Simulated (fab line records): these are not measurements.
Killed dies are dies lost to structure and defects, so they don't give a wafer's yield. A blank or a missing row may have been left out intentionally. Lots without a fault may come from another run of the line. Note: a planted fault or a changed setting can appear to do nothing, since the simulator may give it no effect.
Which tool did it? ; flow nand harc ; Sampling: 12 lots, 36 wafers, 6 of 1159 route steps

== WHAT THE GAUGES READ, wafer by wafer ==
NHARC_A_CHANNEL_HOLE_D1_INSPECT_40. Usual: raw defect count reads 60 (standard deviation 17).
lot;measured;on;raw defect count;flag
L388;day 8 13:04;defect inspect-02;59 87 59;
L389;day 8 23:25;defect inspect-01;40 38 39;
L390;day 9 03:54;defect inspect-01;54 75 47;
L392;day 9 07:25;defect inspect-01;93 61 67;
L396;day 10 12:48;defect inspect-01;76 49 68;
L397;day 10 16:58;defect inspect-02;73 73 60;
L398;day 10 23:52;defect inspect-01;54 82 62;
L404;day 12 13:38;defect inspect-01;88 98 91;
L407;day 13 02:52;defect inspect-01;642 668 71;OFF
L409;day 13 13:01;defect inspect-01;98 696 712;OFF
L410;day 13 15:20;defect inspect-01;46 65 61;
L411;day 14 13:14;defect inspect-01;74 40 54;

NHARC_END_SORT_01. Usual: killed at array 27, standard deviation 8; killed at other 0.8, standard deviation 1.2; killed at periphery 3.3, standard deviation 2.3; killed dies 31, standard deviation 8.8; killed open 3.2, standard deviation 2.1; killed short 2.1, standard deviation 1.4.
lot;measured;on;killed at array;killed at other;killed at periphery;killed dies;killed open;killed short;flag
L396;day 21 21:49;prober-02;33 30 32;1 0 0;4 7 4;38 37 36;3 4 4;5 1 1;
L404;day 23 11:49;prober-01;40 30 38;2 3 1;5 4 5;47 37 44;0 3 0;1 2 1;
L407;day 24 05:47;prober-02;103 107 28;0 0 0;3 4 6;106 111 34;5 2 2;2 0 1;OFF
L409;day 24 17:18;prober-01;42 128 117;0 0 0;8 7 3;50 135 120;2 0 2;1 2 2;OFF
L410;day 24 18:07;prober-02;32 32 24;0 1 0;0 1 6;32 34 30;9 3 5;2 4 3;
L411;day 25 05:31;prober-02;14 18;0 0;4 2;18 20;3 2;0 4;

== WHAT TOOL EACH LOT RAN ON (gives the tool, then ch and the chambers of the sampled wafers, and finally the start) ==
lot;NHARC_A_CHANNEL_HOLE_D1_ETCH_19;NHARC_A_CHANNEL_HOLE_D1_ETCH_23;NHARC_A_CHANNEL_HOLE_D1_ETCH_24;NHARC_A_CHANNEL_FILL_D1_ALD_03
L388;har etch-01 ch 0,1, day 8 07:19;har etch-01 ch 0,1, day 8 08:45;har etch-01 ch 0,1, day 8 09:27;ald sin batch-02 ch 0, no start
L389;har etch-02 ch 0,1, day 8 17:15;har etch-02 ch 0,1, day 8 18:46;har etch-02 ch 0,1, day 8 19:29;ald sin batch-02 ch 0, no start
L390;har etch-01 ch 0,1, day 8 21:32;har etch-01 ch 0,1, day 8 22:59;har etch-01 ch 0,1, day 8 23:40;ald sin batch-01 ch 0, no start
L392;har etch-01 ch 0,1, day 9 01:43;har etch-01 ch 0,1, day 9 03:15;har etch-01 ch 0,1, day 9 03:58;ald sin batch-01 ch 0, no start
L396;har etch-01 ch 0,1, day 10 07:07;har etch-01 ch 0,1, day 10 08:33;har etch-01 ch 0,1, day 10 09:14;ald sin batch-02 ch 0, day 21 21:49 or earlier
L397;har etch-01 ch 0,1, day 10 11:16;har etch-01 ch 0,1, day 10 12:41;har etch-01 ch 0,1, day 10 13:23;ald sin batch-01 ch 0, no start
L398;har etch-01 ch 1, day 10 18:12;har etch-01 ch 1, day 10 19:44;har etch-01 ch 1, day 10 20:26;ald sin batch-03 ch 0, no start
L404;har etch-01 ch 0, day 12 07:46;har etch-01 ch 0, day 12 09:19;har etch-01 ch 0, day 12 10:02;ald sin batch-03 ch 0, day 23 11:49 or earlier
L407;har etch-01 ch 0,1, day 12 21:10;har etch-01 ch 0,1, day 12 22:36;har etch-01 ch 0,1, day 12 23:17;ald sin batch-03 ch 0, day 24 05:47 or earlier
L409;har etch-01 ch 0,1, day 13 07:20;har etch-01 ch 0,1, day 13 08:47;har etch-01 ch 0,1, day 13 09:29;ald sin batch-02 ch 0, day 24 17:18 or earlier
L410;har etch-02 ch 0,1, day 13 09:29;har etch-02 ch 0,1, day 13 11:02;har etch-02 ch 0,1, day 13 11:44;ald sin batch-02 ch 0, day 24 18:07 or earlier
L411;har etch-02 ch 0,1, day 14 07:31;har etch-02 ch 0,1, day 14 08:58;har etch-02 ch 0,1, day 14 09:39;ald sin batch-02 ch 0, day 25 05:31 or earlier
- NHARC_A_CHANNEL_HOLE_D1_ETCH_19: etches the open film in C4F8/O2/Ar, time 34.5 s.
- NHARC_A_CHANNEL_HOLE_D1_ETCH_23: etches the open film in C4F8/O2/Ar, time 819 s, target depth 1600 nm.
- NHARC_A_CHANNEL_HOLE_D1_ETCH_24: etches the open film in C4F8/O2/Ar, time 906.2 s, target depth 1500 nm.
- NHARC_A_CHANNEL_FILL_D1_ALD_03: deposits SiNx, target thk 6 nm, pulse time 60 s, ald cycles 58.

== AS READ BY THE TOOLS THEMSELVES (means over the sampled wafers that have a number; for cases with no such wafer, the mark the record gives instead) ==
NHARC_A_CHANNEL_HOLE_D1_ETCH_19. Usual: drypump motor current A 5.9 A, standard deviation 0.66; showerhead plenum p Torr 3.83 Torr, standard deviation 0.09; throttle valve pct 37.036 %, standard deviation 0.0097.
lot;tool;drypump motor current A (A);showerhead plenum p Torr (Torr);throttle valve pct (%);flag
L388;har etch-01;6.3;3.88;37.032;
L389;har etch-02;5.7;3.75;37.029;
L390;har etch-01;6.3;3.87;37.034;
L392;har etch-01;6.3;3.87;37.040;
L396;har etch-01;6.3;3.87;37.032;
L397;har etch-01;6.2;3.86;37.048;
L398;har etch-01;6.2;3.86;37.039;
L404;har etch-01;6.3;3.85;37.037;
L407;har etch-01;6.3;3.85;37.028;
L409;har etch-01;6.3;3.84;37.035;
L410;har etch-02;5.7;3.73;37.039;
L411;har etch-02;5.7;3.72;37.036;

NHARC_A_CHANNEL_HOLE_D1_ETCH_23. Usual: drypump motor current A 5.9 A, standard deviation 0.66; showerhead plenum p Torr 3.78 Torr, standard deviation 0.086; throttle valve pct 32.156 %, standard deviation 0.0083.
lot;tool;drypump motor current A (A);showerhead plenum p Torr (Torr);throttle valve pct (%);flag
L388;har etch-01;6.3;3.83;32.155;
L389;har etch-02;5.7;3.71;32.156;
L390;har etch-01;6.3;3.83;32.159;
L392;har etch-01;6.3;3.82;32.153;
L396;har etch-01;6.3;3.82;32.152;
L397;har etch-01;6.2;3.82;32.160;
L398;har etch-01;6.2;3.81;32.160;
L404;har etch-01;6.3;3.80;32.147;
L407;har etch-01;6.3;3.80;32.155;
L409;har etch-01;6.3;3.80;32.155;
L410;har etch-02;5.7;3.68;32.151;
L411;har etch-02;5.7;3.68;32.160;

NHARC_A_CHANNEL_HOLE_D1_ETCH_24. Usual: drypump motor current A 5.9 A, standard deviation 0.67; showerhead plenum p Torr 3.78 Torr, standard deviation 0.086; throttle valve pct 32.235 %, standard deviation 0.0079.
lot;tool;drypump motor current A (A);showerhead plenum p Torr (Torr);throttle valve pct (%);flag
L388;har etch-01;6.3;3.82;32.232;
L389;har etch-02;5.7;3.71;32.226;
L390;har etch-01;6.3;3.82;32.235;
L392;har etch-01;6.3;3.82;32.239;
L396;har etch-01;6.3;3.81;32.234;
L397;har etch-01;6.3;3.81;32.238;
L398;har etch-01;6.2;3.81;32.231;
L404;har etch-01;6.3;3.80;32.230;
L407;har etch-01;6.3;3.79;32.242;
L409;har etch-01;6.3;3.79;32.234;
L410;har etch-02;5.7;3.68;32.238;
L411;har etch-02;5.7;3.68;32.234;

NHARC_A_CHANNEL_FILL_D1_ALD_03. Usual: precursor pulse height rel reads 1.001 (standard deviation 0.02).
lot;tool;precursor pulse height rel;flag
L388;ald sin batch-02;0.995;
L389;ald sin batch-02;1.017;
L390;ald sin batch-01;1.009;
L392;ald sin batch-01;0.985;
L396;ald sin batch-02;0.996;
L397;ald sin batch-01;0.992;
L398;ald sin batch-03;1.013;
L404;ald sin batch-03;0.993;
L407;ald sin batch-03;0.983;
L409;ald sin batch-02;1.003;
L410;ald sin batch-02;0.986;
L411;ald sin batch-02;1.014;

== THE ANSWER, worked out from the rows above alone ==
Rule: a lot is off if the mean of its wafers that have a number lies more than 3 standard deviations from the usual mean. Also off: a lot with no number at a reading for which 4 or more lots have one. All remaining lots with rows at the step are treated as sound. After the gauges, taken in route order, come the tools' own readings; for these a lot's mean is taken, as printed above. At the first step where some lot is off, the reading lying furthest off is the one used; lots without a number count as furthest.
Off, at NHARC_A_CHANNEL_HOLE_D1_INSPECT_40 on raw defect count: L407, L409.
A tool fits if, at a process step before that reading, it ran every lot that is off, and no sound lot after the first of them. Not tried: the gauges at NHARC_A_CHANNEL_HOLE_D1_INSPECT_40; whatever is off there is also off at NHARC_END_SORT_01, on other tools, and gauge error can't account for it. One fits: NHARC_A_CHANNEL_HOLE_D1_ETCH_19 and NHARC_A_CHANNEL_HOLE_D1_ETCH_23 and NHARC_A_CHANNEL_HOLE_D1_ETCH_24 on har etch-01. At NHARC_A_CHANNEL_HOLE_D1_ETCH_19 its last sound lot is L404 (day 12 07:46), its first lot that is off L407 (day 12 21:10): a fault that began between those two fits.

== WHAT THE SIMULATOR PUT IN ==
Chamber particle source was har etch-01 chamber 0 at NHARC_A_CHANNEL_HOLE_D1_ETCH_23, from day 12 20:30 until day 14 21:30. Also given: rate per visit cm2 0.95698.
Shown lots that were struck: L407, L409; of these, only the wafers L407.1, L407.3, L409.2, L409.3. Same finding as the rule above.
